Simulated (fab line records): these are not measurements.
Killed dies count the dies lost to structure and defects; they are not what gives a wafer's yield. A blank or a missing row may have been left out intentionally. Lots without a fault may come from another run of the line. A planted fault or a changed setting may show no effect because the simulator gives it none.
Chamber matching -- flow nandHarc -- NHARC_A_CHANNEL_HOLE_D2_DESCUM_15 on rieDiel-01 has 4 sister chambers
The step chemistry O2, time 3 s. 8 wafers are shown with their chamber, then 8 later ones without.

== EACH WAFER AND ITS CHAMBER ==
wafer,chamber,drypumpMotorCurrentA (A),oesProductAu (a.u.)
L080.6,3,5.9,1.009
L082.5,2,5.7,1.011
L088.2,1,6.0,0.997
L088.4,3,5.9,1.023
L089.2,0,6.3,0.997
L089.3,2,5.7,1.012
L089.6,0,6.4,0.996
L092.2,1,6.0,0.985

== WAFERS MISSING THEIR CHAMBER ==
wafer,drypumpMotorCurrentA (A),oesProductAu (a.u.)
L092.3,6.4,0.988
L092.5,6.0,0.982
L094.1,6.0,0.981
L094.3,5.8,1.019
L094.5,6.4,0.986
L095.2,6.0,0.989
L095.4,6.4,0.983
L095.5,6.4,0.973

== EACH ONE'S CHAMBER ==
wafer,from the rows above,in truth
L092.3,0,0
L092.5,1,1
L094.1,1,1
L094.3,can't be placed: 3 or 2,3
L094.5,0,0
L095.2,1,1
L095.4,0,0
L095.5,0,0
Correct placement for 7 of the 8. Cannot be placed on the basis of these rows: 1; the candidates contain the true chamber in 1. 0 placed wrongly.
How it was worked out, from the rows above alone: a wafer's distance from a chamber is the root of the sum, over the readings, of the square of ((its reading less the chamber's mean) divided by the reading's scatter). If the next closest chamber is less than 2 further off than the closest, the wafer can't be placed; otherwise it belongs to the closest. Each chamber's mean is taken over the wafers shown for it. The scatter: the root of (the sum of the squares of (reading less its chamber's mean) over the shown wafers, divided by (wafers less chambers)).
